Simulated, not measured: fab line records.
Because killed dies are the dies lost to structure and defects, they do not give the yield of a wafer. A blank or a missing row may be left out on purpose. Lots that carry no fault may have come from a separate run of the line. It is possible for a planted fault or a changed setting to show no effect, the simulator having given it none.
Chamber matching	flow nand-harc	NHARC_A_DECK1_JOINT_CMP_13 on cmp-02: 4 sister chambers
The step polishes, target thk 51.023 nm. 8 wafers are shown with their chamber, then 6 later ones without.

EACH WAFER AND ITS CHAMBER
wafer	chamber	motor-current-A (A)	time-to-endpoint-s (s)
L755.2	1	10.9	9.4
L755.3	3	12.2	9.6
L755.5	3	11.9	11.7
L764.2	0	15.4	11.5
L764.5	2	11.3	3.4
L764.6	1	10.7	11.9
L766.3	0	14.7	8.6
L766.4	2	11.4	4.5

WAFERS MISSING THEIR CHAMBER
wafer	motor-current-A (A)	time-to-endpoint-s (s)
L766.6	12.2	6.2
L771.2	12.3	9.4
L771.5	11.1	8.1
L773.1	11.5	7.8
L773.2	11.4	7.2
L773.3	15.4	12.2

WHICH CHAMBER EACH WENT THROUGH
wafer	from the rows above	in truth
L766.6	can't be placed: 3 or 2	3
L771.2	3	3
L771.5	can't be placed: 1 or 2 or 3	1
L773.1	can't be placed: 2 or 3 or 1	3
L773.2	can't be placed: 2 or 1 or 3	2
L773.3	0	0
2 of 6 placed correctly. These rows do not allow placing 4 (true chamber among the candidates in 4). Placed wrongly: 0.
How it was worked out, from the rows above alone: a wafer's distance from a chamber is the root of the sum, over the readings, of the square of ((its reading less the chamber's mean) divided by the reading's scatter). The wafer belongs to the nearest chamber; if the next one is less than 2 further off, it can't be placed. For every chamber, the mean is computed from those of its wafers that are shown. The scatter: take each reading less its chamber's mean, square it, sum over the shown wafers, divide by the number of wafers less the number of chambers, and take the root.
